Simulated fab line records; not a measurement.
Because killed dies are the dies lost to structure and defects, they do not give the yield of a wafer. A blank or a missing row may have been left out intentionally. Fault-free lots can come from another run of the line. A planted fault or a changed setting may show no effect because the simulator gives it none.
Split-lot study + flow n5-finfet + route with 1938 steps; 7 lots, 21 wafers read

== ON THE SPLIT ==
At N5_GATE_CUT_ETCH_58 (etches SiNx in CH3F/O2, target depth 17 nm, time 128.6 s), the setting bias-w was moved away from the recipe's 21 W on 12 of the 21 wafers read, by -16.5% to +12.4%. The other wafers ran this setting at the recipe's value.

The reading comes from the split's own step.

== THE READING ==
rf-vpp-V, in V, at N5_GATE_CUT_ETCH_58 (etches SiNx in CH3F/O2, target depth 17 nm, time 128.6 s). Fault-free wafers of this fab line usually give 99.2 V, standard deviation 0.9 V.

| wafer  | tool, chamber at the split | bias-w as run, W | against the recipe | rf-vpp-V, V | against lot-mates on the recipe |
|--------|----------------------------|------------------|--------------------|-------------|---------------------------------|
| L077.3 | rie-diel-06, 0             | 18.94            | -9.8%              | 92.1        | no lot-mate on the recipe       |
| L077.5 | rie-diel-06, 0             | 18.94            | -9.8%              | 92.3        | no lot-mate on the recipe       |
| L077.6 | rie-diel-06, 3             | 18.94            | -9.8%              | 93.2        | no lot-mate on the recipe       |
| L079.1 | rie-diel-06, 3             | 22.21            | +5.8%              | 103.8       | +5.6                            |
| L079.2 | rie-diel-06, 2             | 22.21            | +5.8%              | 103.4       | +5.2                            |
| L079.4 | rie-diel-06, 1             | 21               | recipe             | 98.2        | -                               |
| L084.2 | rie-diel-04, 3             | 21               | recipe             | 99.0        | -                               |
| L084.4 | rie-diel-04, 2             | 21               | recipe             | 98.0        | -                               |
| L084.6 | rie-diel-04, 0             | 21               | recipe             | 99.1        | -                               |
| L087.1 | rie-diel-06, 0             | 18.22            | -13.2%             | 90.4        | no lot-mate on the recipe       |
| L087.4 | rie-diel-06, 3             | 18.22            | -13.2%             | 91.7        | no lot-mate on the recipe       |
| L087.6 | rie-diel-06, 3             | 18.22            | -13.2%             | 90.8        | no lot-mate on the recipe       |
| L089.1 | rie-diel-03, 1             | 17.54            | -16.5%             | 88.6        | -10.7                           |
| L089.4 | rie-diel-03, 3             | 21               | recipe             | 99.3        | -                               |
| L089.5 | rie-diel-03, 1             | 17.54            | -16.5%             | 88.1        | -11.2                           |
| L091.3 | rie-diel-03, 3             | 23.61            | +12.4%             | 107.4       | +7.5                            |
| L091.4 | rie-diel-03, 1             | 21               | recipe             | 99.9        | -                               |
| L091.6 | rie-diel-03, 0             | 23.61            | +12.4%             | 106.7       | +6.8                            |
| L097.2 | rie-diel-04, 2             | 21               | recipe             | 97.6        | -                               |
| L097.4 | rie-diel-04, 3             | 21               | recipe             | 98.4        | -                               |
| L097.6 | rie-diel-04, 0             | 21               | recipe             | 98.9        | -                               |

THE FIT
A straight line over all 21 wafers: rf-vpp-V changes by +0.643 V for each +1% of bias-w; r = +0.99; the points scatter about the line by 0.7 V.
The same after taking each lot's own level away (the mean of its wafers on the recipe; 15 wafers): +0.654 V for each +1%; r = +0.99; scatter 0.85 V.
Per that fit: largest bias-w move, reading shift of 11 V.
Across the lots, their own levels run from 98.20 to 99.90 V, a range of 1.9 times the standard deviation given above.
The two slopes are in agreement: the lot-to-lot level therefore moves the slope only a little.
Check: -10.7 V against its lot-mates is what the line predicts for one of the wafers moved furthest among these (-16.5%) when that wafer is left out of the fit. Against them it came out at -10.7 V.
Tool readings at the split's step, against how far the setting was moved: rf-vpp-V r = +0.99.

== OTHER SPLITS APPLIED TO THESE WAFERS ==
Other splits were also applied to these wafers ahead of the reading. Each is held against what the fit with the lots' levels taken away leaves over:
| other split on the same wafers       | wafers away from the commonest value | r with rf-vpp-V (lot level and that fit taken away) |
|--------------------------------------|--------------------------------------|-----------------------------------------------------|
| N5_WELL_APT_COAT_02 spin-rpm         | 8                                    | -0.20                                               |
| N5_FIN_SAQP_HM_DEP_03 time-s         | 4                                    | +0.20                                               |
| N5_FIN_SAQP_COAT_10 spin-rpm         | 7                                    | -0.52                                               |
| N5_SD_EPI_N_ETCH_16 target-depth-a   | 6                                    | +0.62                                               |
| N5_SD_EPI_N_EPI_21 epi-growth-time-s | 6                                    | +0.05                                               |
| N5_ILD0_ALD_15 ald-cycles            | 5                                    | -0.13                                               |
| N5_HKMG_FIN_ETCH_58 source-w         | 4                                    | -0.60                                               |

== FILE'S OWN FIT ==
rf-vpp-V changes by +0.656 V for each +1% of bias-w, r = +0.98.
